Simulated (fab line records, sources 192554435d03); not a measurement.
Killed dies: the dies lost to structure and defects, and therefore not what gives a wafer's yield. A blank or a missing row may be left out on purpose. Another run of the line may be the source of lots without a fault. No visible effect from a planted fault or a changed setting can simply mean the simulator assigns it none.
Chamber matching :: flow n5Finfet :: 3 sister chambers for N5_BEOL_M8_CURE_75 on uvCure-03
The step cures SiCOH lowk, time 120 s. 3 wafers are shown with their chamber, then 8 later ones without.

== EACH WAFER AND ITS CHAMBER ==
wafer: L811.6
chamber: 0
wafer_temp_C_max: 371.7

wafer: L819.5
chamber: 1
wafer_temp_C_max: 371.9

wafer: L822.1
chamber: 2
wafer_temp_C_max: 371.0

== WAFERS WHOSE CHAMBER IS MISSING ==
wafer: L822.2
wafer_temp_C_max: 371.0

wafer: L822.5
wafer_temp_C_max: 371.3

wafer: L828.2
wafer_temp_C_max: 371.0

wafer: L828.5
wafer_temp_C_max: 372.3

wafer: L828.6
wafer_temp_C_max: 371.6

wafer: L833.1
wafer_temp_C_max: 371.5

wafer: L833.4
wafer_temp_C_max: 371.7

wafer: L833.5
wafer_temp_C_max: 371.4

== WHICH CHAMBER EACH WENT THROUGH ==
wafer: L822.2
from the rows above: 2
in truth: 2

wafer: L822.5
from the rows above: can't be placed: 2 or 0 or 1
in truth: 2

wafer: L828.2
from the rows above: 2
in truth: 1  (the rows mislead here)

wafer: L828.5
from the rows above: can't be placed: 1 or 0
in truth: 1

wafer: L828.6
from the rows above: can't be placed: 0 or 1
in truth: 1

wafer: L833.1
from the rows above: can't be placed: 0 or 1 or 2
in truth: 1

wafer: L833.4
from the rows above: can't be placed: 0 or 1
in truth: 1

wafer: L833.5
from the rows above: can't be placed: 0 or 2 or 1
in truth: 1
1 of 8 placed correctly. Cannot be placed on the basis of these rows: 6; the candidates contain the true chamber in 6. Number placed wrongly: 1.
How it was worked out, from the rows above alone: a wafer's distance from a chamber is the root of the sum, over the readings, of the square of ((its reading less the chamber's mean) divided by the reading's scatter). The wafer belongs to the nearest chamber; if the next one is less than 2 further off, it can't be placed. For every chamber, the mean is computed from those of its wafers that are shown. The scatter: root of mean squared gap, hidden wafer to nearest shown wafer, with one shown wafer a chamber.
